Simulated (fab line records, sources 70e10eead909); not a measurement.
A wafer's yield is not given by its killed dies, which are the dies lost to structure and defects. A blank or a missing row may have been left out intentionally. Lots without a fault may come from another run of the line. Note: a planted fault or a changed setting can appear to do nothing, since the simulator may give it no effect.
A single fault, viewed from 2 desks :: flow nand_harc :: only its own numbers are on each desk; what lay behind them is given at the end

AT THE TOOL OWNER'S DESK: ald_metal-03
The tool's own readings at NHARC_A_BLC_ALD_23 (deposits TiN, target thk 3 nm, pulse time 1 s, ald cycles 150): means of the sampled wafers that have a number, for each lot that ran on this tool. Marked OUT: a lot whose mean sits more than 4 standard deviations from the usual mean, which makes it out of limits; the brackets give that distance.
Columns: A = heater_power_w at NHARC_A_BLC_ALD_23, usual 1069 W; B = precursor_pulse_height_rel at NHARC_A_BLC_ALD_23, usual 0.999
lot: L345
first seen here: day 17 16:45
A: 1008
B: 1.015

lot: L350
first seen here: day 18 04:33
A: 1010
B: 1.002

lot: L348
first seen here: day 18 14:41
A: 1080
B: 1.007

lot: L349
first seen here: day 18 19:31
A: 1092
B: 0.999

lot: L353
first seen here: day 19 18:50
A: 1069
B: 0.997

lot: L354
first seen here: day 20 06:34
A: 988
B: 1.002
Result from this desk: across the 6 lots, nothing is out of limits.

FROM THE METROLOGY DESK
Lot by lot, what the gauges showed, no matter which tool ran the lot: averages of those sampled wafers that carry a number. Marked OUT: a lot whose mean sits more than 4 standard deviations from the usual mean, which makes it out of limits; the brackets give that distance.
Columns: A = cd_nm at NHARC_THIN_TSV_CD_MEAS_16, usual 999.4 nm; B = cd_nm at NHARC_THIN_TSV_CD_MEAS_37, usual 5000.9 nm
lot: L346
first seen here: day 19 16:27
A: 997.4
B: 5000.3

lot: L345
first seen here: day 19 17:59
A: 999.9
B: 5000.0

lot: L347
first seen here: day 19 18:59
A: 998.0
B: 4998.2

lot: L350
first seen here: day 19 20:11
A: 997.2
B: 4996.1

lot: L348
first seen here: day 19 21:24
A: 1002.7
B: 5004.8

lot: L351
first seen here: day 20 04:44
A: 999.3
B: 5001.2

lot: L349
first seen here: day 20 06:07
A: 1000.9
B: 5003.2

lot: L353
first seen here: day 20 23:46
A: 1001.2
B: 5003.3

lot: L354
first seen here: day 21 10:49
A: 1001.5
B: 5004.9

lot: L361
first seen here: day 22 17:43
A: 999.5
B: 5000.3

lot: L363
first seen here: day 23 15:38
A: 998.6
B: 4999.3

lot: L362
first seen here: day 23 16:46
A: 997.1
B: 4999.5

lot: L365
first seen here: day 23 18:08
A: 999.9
B: 5000.0

lot: L368
first seen here: day 24 17:58
A: 999.0
B: 5002.6
Result from this desk: across the 14 lots, nothing is out of limits.

PUT TOGETHER
The desk of the tool owner found nothing out of limits.
Metrology desk: nothing out of limits seen.

WHAT THE SIMULATOR PUT IN
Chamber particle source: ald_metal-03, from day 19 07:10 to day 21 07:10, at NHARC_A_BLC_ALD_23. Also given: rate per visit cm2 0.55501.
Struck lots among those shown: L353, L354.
